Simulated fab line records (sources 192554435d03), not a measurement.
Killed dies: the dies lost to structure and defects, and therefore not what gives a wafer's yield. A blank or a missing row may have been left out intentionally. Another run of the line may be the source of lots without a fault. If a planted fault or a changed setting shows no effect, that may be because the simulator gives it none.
fab line records | flow n5-finfet
record: lots: 7 wafers: 18 last-day: 17
route steps=1938 shown BEOL_M10@1495
lots that met no fault: from a run of the same line without faults
start-h: the number of hours between the record's first day and the start of the first shown wafer of the lot | wait-h: hours elapsed since this lot's preceding step | " identical to the entry in the row above | L1.1+2: one row covering several wafers at once | - no value present, or no start provided | * or withheld: withheld | < > ~ a bound
route shown NAME@n: NAME is a module with steps in the file, n the number in the route of the first one | usual: average and standard deviation across the fault-free wafers | same: alike in all rows | chamber/n: place in a boat | sites: readings site by site | _std_site: standard deviation of those values | _edge_site: inner sites' mean taken away from outer sites' mean | radius-mm: for every site, how far away it sits from the centre of the wafer | mask NAME#n: copy n | behind: tool/chamber where the wafer was last shaped | hold: reason for holding the lot/hours on hold/outcome of the hold | device: which transistor (n, p or np) failed to switch | end of line: the route-end tests of the same wafers | a step given without rows: its recipe and nothing more | killed: count of dies lost to structure and defects at first sort (not the wafer's yield) | map: the dies of a wafer, with x for killed, . for not killed, _ for no die there
set.NAME: setting as actually run; set.NAME@STEP: the setting as run at that earlier step | model.NAME: the simulator's own value behind a step, which no gauge read
lots seen at some steps along the route; tables by step, rows by wafer
services: a tool's chamber out of use, with start hour (start-h, from the record's first day; less than 0 if before it), hours out, and reason
== steps ==
step: N5_BEOL_M10_COAT_64
recipe: resist: SiARC temp-c: 220 time-s: 60 spin-rpm: 1500 resist-thk-nm: 30
step: N5_BEOL_M10_COAT_22
recipe: resist: CAR-ArF spin-rpm: 1500 resist-thk-nm: 90
step: N5_BEOL_M10_EBR_24
recipe: solvent: PGMEA ebr-width-mm: 1.5
step: N5_BEOL_M10_SOFTBAKE_23
recipe: temp-c: 110 time-s: 60 resist: CAR-ArF
step: N5_BEOL_M10_EXPOSE_25
recipe: mask-id: V9 na: 1.35 source-shape: annular sigma-inner: 0.5 sigma-outer: 0.8 polarization: unpolarized dose-mj: 85.5
step: N5_BEOL_M10_PEB_26
recipe: peb-temp-c: withheld peb-time-s: 60 resist: CAR-ArF
step: N5_BEOL_M10_DEVELOP_27
recipe: develop-time-s: 30 developer: TMAH resist: CAR-ArF rinse-liquid: diw dry: air-spin dev-temp-c: 23
step: N5_BEOL_M10_CD_MEAS_28
recipe: target-cd-nm: 70 landing-energy-ev: 500 detector: se-inlens polarity: opening
usual: cd-nm: 69.8/1.2
columns lot.wafer tool chamber start-h wait-h cd-nm
L647.1 cd-sem-03 0 213.11 - 69.1
L647.2 " 0 " " 69.0
L647.4 " 0 " " 69.4
L649.1 cd-sem-01 0 227.55 - 68.2
L649.3 " 0 " " 68.9
L649.4 " 0 " " 68.1
L656.1 cd-sem-03 0 259.47 - 69.6
L656.2 " 0 " " 69.0
L656.6 " 0 " " 68.4
L660.3 cd-sem-03 0 293.27 - 71.4
L660.5 " 0 " " 70.6
L660.6 " 0 " " 70.2
L665.2 cd-sem-02 0 311.06 - 70.0
L665.4 " 0 " " 69.5
L668.1 cd-sem-02 0 339.71 - 71.0
L668.5 " 0 " " 71.4
L669.4 cd-sem-01 0 350.90 - 69.2
L669.5 " 0 " " 68.9
step: N5_BEOL_M10_OVL_MEAS_29
recipe: points-per-wafer: 44
usual: V9_OVL: -0.1/0.7
columns lot.wafer tool chamber start-h wait-h V9_OVL[nm]
L647.1 overlay-01 0 213.16 0.0 0.9
L647.2 " 0 " " 0.7
L647.4 " 0 " " 0.4
L649.1 overlay-01 0 227.58 0.0 0.2
L649.3 " 0 " " -0.6
L649.4 " 0 " " -0.5
L656.1 overlay-01 0 259.50 0.0 -0.4
L656.2 " 0 " " 0.2
L656.6 " 0 " " 0.1
L660.3 overlay-01 0 293.30 0.0 -0.2
L660.5 " 0 " " -0.1
L660.6 " 0 " " 0.7
L665.2 overlay-01 0 311.09 0.0 0.5
L665.4 " 0 " " 0.5
L668.1 overlay-01 0 339.75 0.0 0.4
L668.5 " 0 " " -1.1
L669.4 overlay-02 0 350.93 0.0 -0.7
L669.5 " 0 " " -1.2
step: N5_BEOL_M10_INSPECT_30
recipe: mode: adi inspect-instrument: brightfield
usual: raw-defect-count: 403/81
columns lot.wafer tool chamber start-h wait-h raw-defect-count
L647.1 defect-inspect-02 - 213.18 0.0 361
L647.2 " - " " 342
L647.4 " - " " 359
L649.1 defect-inspect-01 - 227.60 0.0 373
L649.3 " - " " 390
L649.4 " - " " 625
L656.1 defect-inspect-02 - 259.52 0.0 475
L656.2 " - " " 360
L656.6 " - " " 447
L660.3 defect-inspect-02 - 293.32 0.0 317
L660.5 " - " " 325
L660.6 " - " " 474
L665.2 defect-inspect-02 - 311.11 0.0 335
L665.4 " - " " 514
L668.1 defect-inspect-02 - 339.77 0.0 388
L668.5 " - " " 301
L669.4 defect-inspect-01 - 350.95 0.0 308
L669.5 " - " " 376
step: N5_BEOL_M10_DESCUM_33
recipe: chemistry: O2 time-s: 7.9 source-power-w: 50 bias-power-w: 20 pressure-mtorr: 20 rf-frequency-hz: 2.712e+07 temp-c: 40 resist: CAR-ArF o2-flow-sccm: 225
usual: drypump-motor-current-A: 5.7/0.39 oes-product-au: 0.81/0.1 rf-vpp-V: 243.1/1.4 showerhead-plenum-p-Torr: 2.09/0.074 throttle-valve-pct: 20.52/0.2
columns lot.wafer tool chamber start-h wait-h drypump-motor-current-A oes-product-au rf-hours-counter-h rf-vpp-V showerhead-plenum-p-Torr throttle-valve-pct
L647.1 rie-diel-02 1 213.44 0.3 5.6 0.71 212 244.5 2.18 20.85
L647.2 " 2 " " 5.0 0.71 212 242.2 2.08 20.54
L647.4 " 3 " " 5.7 0.82 68 245.2 2.23 20.55
L649.1 rie-diel-04 2 228.33 0.7 6.4 0.71 203 242.2 1.98 20.37
L649.3 " 1 " " 5.4 0.87 74 243.0 2.11 20.41
L649.4 " 3 " " 5.7 0.72 217 243.5 2.07 20.74
L656.1 rie-diel-02 0 259.77 0.2 5.3 0.85 73 242.3 2.09 20.51
L656.2 " 2 " " 5.0 0.70 230 242.7 2.07 20.56
L656.6 " 2 " " 5.0 0.70 - 243.4 2.07 20.56
L660.3 rie-diel-06 0 293.35 0.0 6.0 0.92 29 243.3 2.11 20.14
L660.5 " 0 " " 5.9 0.92 - 244.0 2.11 20.16
L660.6 " 3 " " 6.0 0.90 - 242.4 2.04 20.64
L665.2 rie-diel-06 0 311.15 0.0 5.9 0.91 35 243.3 2.11 20.16
L665.4 " 3 " " 5.9 0.89 30 242.5 2.04 20.66
L668.1 rie-diel-06 1 339.80 0.0 6.1 0.89 33 245.3 2.13 20.36
L668.5 " 3 " " 6.0 0.86 - 241.7 2.03 20.67
L669.4 rie-diel-06 0 350.98 0.0 6.0 0.88 51 242.5 2.10 20.19
L669.5 " 2 " " 5.3 0.93 - 244.9 2.23 20.35
step: N5_BEOL_M10_ETCH_65
recipe: chemistry: CF4 target: SiARC target-depth-a: 390 mask-material: CAR-ArF time-s: 65 ion-energy-ev: 80 pressure-mtorr: 40 source-w: 545 bias-w: 36 Ar_flow_sccm: 100 cf4-flow-sccm: 100 ends: cleared
usual: drypump-motor-current-A: 5.7/0.39 etch-rf-on-time-s: 64.1/1.9 oes-product-au: 0.69/0.091 rf-vpp-V: 183.9/1.2 showerhead-plenum-p-Torr: 2.14/0.068 throttle-valve-pct: 15.70/0.23
columns lot.wafer tool chamber start-h wait-h drypump-motor-current-A etch-rf-on-time-s oes-product-au rf-hours-counter-h rf-vpp-V showerhead-plenum-p-Torr throttle-valve-pct
L647.1 rie-diel-02 1 213.48 0.0 5.6 64.4 0.60 212 184.9 2.21 15.97
L647.2 " 2 " " 5.0 66.2 0.60 212 184.9 2.14 15.84
L647.4 " 3 " " 5.8 63.1 0.72 68 183.7 2.24 15.46
L649.1 rie-diel-04 2 228.37 0.0 6.3 66.3 0.60 203 181.2 2.04 15.64
L649.3 " 1 " " 5.4 62.0 0.74 74 183.8 2.16 15.60
L649.4 " 3 " " 5.7 64.9 0.61 217 183.1 2.14 16.03
L656.1 rie-diel-02 0 259.80 0.0 5.4 63.8 0.72 73 184.6 2.18 15.84
L656.2 " 2 " " 5.0 65.2 0.60 230 183.9 2.13 15.87
L656.6 " 2 " " 5.0 65.1 0.60 - 183.1 2.13 15.86
L660.3 rie-diel-06 0 293.39 0.0 5.9 59.8 0.81 29 182.6 2.16 15.30
L660.5 " 0 " " 6.0 60.4 0.82 - 183.7 2.16 15.31
L660.6 " 3 " " 5.9 65.2 0.77 - 183.8 2.09 15.77
L665.2 rie-diel-06 0 311.18 0.0 5.9 60.9 0.80 35 183.5 2.16 15.33
L665.4 " 3 " " 5.9 65.4 0.75 30 182.7 2.09 15.80
L668.1 rie-diel-06 1 339.84 0.0 6.1 63.3 0.76 33 183.6 2.19 15.60
L668.5 " 3 " " 5.9 66.9 0.74 - 182.6 2.09 15.80
L669.4 rie-diel-06 0 351.02 0.0 5.9 61.6 0.78 51 183.3 2.15 15.35
L669.5 " 2 " " 5.2 61.5 0.79 - 184.8 2.28 15.48
step: N5_BEOL_M10_ETCH_66
recipe: chemistry: N2/H2 target: SOC target-depth-a: 1200 overetch-a: 240 mask-material: SiARC temp-c: 40 time-s: 180 ion-energy-ev: 200 pressure-mtorr: 30 source-w: 840 bias-w: 150 n2-flow-sccm: 200 h2-flow-sccm: 200
usual: drypump-motor-current-A: 5.7/0.39 oes-product-au: 0.65/0.078 rf-vpp-V: 523.7/2.5 run-length-s: 203.2/0.4 showerhead-plenum-p-Torr: 2.53/0.085 throttle-valve-pct: 17.88/0.2
columns lot.wafer tool chamber start-h wait-h drypump-motor-current-A oes-product-au rf-hours-counter-h rf-vpp-V run-length-s showerhead-plenum-p-Torr throttle-valve-pct model.SiARC_of_BEOL_M10_COAT_64.thk-nm
L647.1 rie-diel-02 1 213.53 0.0 5.6 0.57 212 526.7 202.5 2.63 18.10 23
L647.2 " 2 " " 5.0 0.58 212 522.6 202.9 2.51 17.90 22.8
L647.4 " 3 " " 5.8 0.68 68 527.6 203.0 2.68 17.75 22.6
L649.1 rie-diel-04 2 228.42 0.0 6.4 0.58 203 519.6 202.9 2.43 17.85 23
L649.3 " 1 " " 5.4 0.68 74 524.6 202.8 2.57 17.90 22.4
L649.4 " 3 " " 5.7 0.57 217 522.6 203.8 2.51 18.13 22.8
L656.1 rie-diel-02 0 259.85 0.0 5.3 0.68 73 524.7 204.2 2.58 18.06 22.6
L656.2 " 2 " " 5.0 0.57 230 522.1 203.3 2.50 17.93 23
L656.6 " 2 " " 5.0 0.57 - 523.8 203.2 2.50 17.93 22.8
L660.3 rie-diel-06 0 293.44 0.0 6.0 0.74 29 524.9 203.0 2.56 17.55 22.2
L660.5 " 0 " " 5.9 0.74 - 525.1 202.9 2.56 17.53 22.2
L660.6 " 3 " " 5.9 0.73 - 522.4 203.7 2.49 17.97 22.8
L665.2 rie-diel-06 0 311.23 0.0 6.0 0.73 35 524.7 203.2 2.56 17.54 22.4
L665.4 " 3 " " 5.9 0.69 31 520.8 214.3 2.48 17.99 22.4
L668.1 rie-diel-06 1 339.89 0.0 6.1 0.68 33 525.0 213.6 2.58 17.67 22.2
L668.5 " 3 " " 5.9 0.70 - 523.0 203.6 2.48 18.01 23
L669.4 rie-diel-06 0 351.07 0.0 5.9 0.68 51 526.3 213.3 2.55 17.58 21.8
L669.5 " 2 " " 5.3 0.73 - 528.4 203.5 2.70 17.73 22.2
step: N5_BEOL_M10_STRIP_69
recipe: chemistry: N2/H2 temp-c: 40 n2-flow-sccm: 200 h2-flow-sccm: 200 rf-frequency-hz: 6e+07
== services ==
columns tool chamber start-h hours kind
rie-diel-02 - 192.75 0.2 repair
rie-diel-06 0 198.38 - clean
rie-diel-06 0 198.38 - consumable-replace:focus-ring
rie-diel-06 0 198.38 20.0 scheduled-down
rie-diel-06 0 198.38 20.0 vent-cycle
rie-diel-04 0 208.52 8.1 repair
rie-diel-06 3 218.47 - clean
rie-diel-06 3 218.47 - consumable-replace:focus-ring
rie-diel-06 3 218.47 14.5 scheduled-down
rie-diel-06 3 218.47 14.5 vent-cycle
rie-diel-06 - 224.00 4.3 pm
rie-diel-06 1 232.93 - clean
rie-diel-06 1 232.93 - consumable-replace:focus-ring
rie-diel-06 1 232.93 23.5 scheduled-down
rie-diel-06 1 232.93 23.5 vent-cycle
rie-diel-02 2 266.21 11.0 repair
rie-diel-06 2 275.51 - clean
rie-diel-06 2 275.51 - consumable-replace:focus-ring
rie-diel-06 2 275.51 - consumable-replace:showerhead
rie-diel-06 2 275.51 16.2 scheduled-down
rie-diel-06 2 275.51 16.2 vent-cycle
rie-diel-04 - 279.19 1.3 repair
rie-diel-04 2 280.55 4.1 repair
rie-diel-06 - 319.94 0.8 repair
== key ==
first-sign: step: N5_BEOL_M10_ETCH_66 reading: run-length-s direction: up sigmas: 26 usual: * struck: *
effect none on later readings
model-effect: step: N5_BEOL_M10_ETCH_66 value: SiARC_of_BEOL_M10_COAT_64.thk-nm without: 22.6 struck: 22.13
met-at N5_BEOL_M10_ETCH_66
struck-wafers L665.4,L668.1,L669.4
onset-between 293.44 311.23
fault: kind: process-parameter-drift tool: rie-diel-06 chamber: - onset-h: 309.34 steps: N5_BEOL_M10_ETCH_66 channel: time-s offset: * shape: step end-h: 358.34 scope: struck-wafers-only acts-in: * stated: *
